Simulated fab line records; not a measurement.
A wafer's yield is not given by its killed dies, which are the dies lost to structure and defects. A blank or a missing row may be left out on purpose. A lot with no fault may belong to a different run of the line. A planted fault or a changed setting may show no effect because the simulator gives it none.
Problem report in the 8D (eight disciplines) form, filled by code / flow n5_finfet / the parts of the form that need people (team, actions taken, sign-off) are left out

## 1. THE ISSUE
At N5_BEOL_M10_TRENCH_ETCH_37, bias_w averages 159.9 W over 3 wafers from 2 lots, while fault-free wafers read 184.9 W, standard deviation 0.53. That puts it -47 standard deviations away from the usual mean.
The step: etches SiCOH lowk in C4F6/O2, target depth 148.83 nm, time 48 s.
Seen first at day 14 23:22 on rie_diel-05, wafer L755.4. The record has a number at this step for 16 wafers belonging to 6 lots. By rule, "out" or "out of limits" means more than 4 standard deviations away from the usual mean. The rest of the wafers with a number are treated as sound.

## 2. WHAT IT IS AND WHAT IT IS NOT
question=which readings at this step | is=bias_w, rf_vpp_V | is not=drypump_motor_current_A, oes_product_au, showerhead_plenum_p_Torr, throttle_valve_pct
question=which lots | is=L755, L757 | is not=L738, L740, L756, L758
question=which wafers of those lots | is=L755.4, L757.1, L757.5 | is not=L755.2, L755.3, L757.3
question=read on which tools | is=rie_diel-05 | is not=rie_diel-01, rie_diel-02
question=when | is=from day 14 23:22 | is not=up to then (8 sound wafers); but 5 sound wafers of L756, L757, L758 came after

## 3. WHAT RULES OUT EACH SUSPECT
Counting: a tool at a process step up to the reading stays a suspect if it ran every lot that is out. Sound lots after the first of them don't rule it out here, since some wafers of a struck lot are sound.
- rie_diel-05 at N5_BEOL_M10_DESCUM_33 (chemistry O2, time 7.9 s): kept. It ran every lot that is out, first L755 (day 14 23:02); its last sound lot up to then is L740 (day 10 19:38).
- rie_diel-05 at N5_BEOL_M10_STRIP_36 (strips in N2/H2): kept. It ran every lot that is out, first L755 (day 14 23:19); its last sound lot up to then is L740 (day 10 19:55).
- rie_diel-05 at N5_BEOL_M10_TRENCH_ETCH_37 (etches SiCOH lowk in C4F6/O2, target depth 148.83 nm, time 48 s): kept. It ran every lot that is out, first L755 (day 14 23:22); its last sound lot up to then is L740 (day 10 19:58). On those wafers its own readings are out: bias_w, rf_vpp_V.
- At N5_BEOL_M10_DESCUM_33, inside rie_diel-05: chamber 0 took the wafers that are out, while their sound lot-mates went through chambers 1, 3.
- At N5_BEOL_M10_STRIP_36, inside rie_diel-05: chamber 0 took the wafers that are out, while their sound lot-mates went through chambers 1, 3.
- At N5_BEOL_M10_TRENCH_ETCH_37, inside rie_diel-05: chamber 0 took the wafers that are out, while their sound lot-mates went through chambers 1, 3.
After the count, these remain: rie_diel-05 at N5_BEOL_M10_DESCUM_33, rie_diel-05 at N5_BEOL_M10_STRIP_36 and rie_diel-05 at N5_BEOL_M10_TRENCH_ETCH_37.

## 4. THE CAUSE (what the simulator had put in)
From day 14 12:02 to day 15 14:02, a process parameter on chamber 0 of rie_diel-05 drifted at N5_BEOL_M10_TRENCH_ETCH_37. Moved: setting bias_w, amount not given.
3 suspects survive the count, and this tool is in that group.

## 5. THE CHAIN OF EFFECTS, in route order
Rows list readings where the struck wafers' mean (over those with a number) sits beyond 3 standard deviations from the usual. Readings are gone through only where the record gives a usual standard deviation; hours: the median, over the lots, of the time from a lot's start at the first step in this table giving one to that lot's start at this step; sigmas: the change measured in usual standard deviations.
hours=0; step=N5_BEOL_M10_TRENCH_ETCH_37; reading=bias_w; usual=184.9 W; on struck wafers=159.9; change=-25.0; sigmas=-47
hours=0; step=N5_BEOL_M10_TRENCH_ETCH_37; reading=rf_vpp_V; usual=673 V; on struck wafers=582; change=-91; sigmas=-7.0
The process steps in it:
- N5_BEOL_M10_TRENCH_ETCH_37: etches SiCOH lowk in C4F6/O2, target depth 148.83 nm, time 48 s.
Later steps that measure or inspect, where all struck wafers having a row at the step show a number for every such reading and not one has moved that far: N5_BEOL_M10_OCD_MEAS_38, N5_BEOL_M10_CD_MEAS_35, N5_BEOL_M10_THK_MEAS_53.

## 6. HOW IT WOULD HAVE BEEN CAUGHT EARLIER
In this record no reading fell out of limits until day 14 23:22, 11 hours after the fault had begun at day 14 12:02.
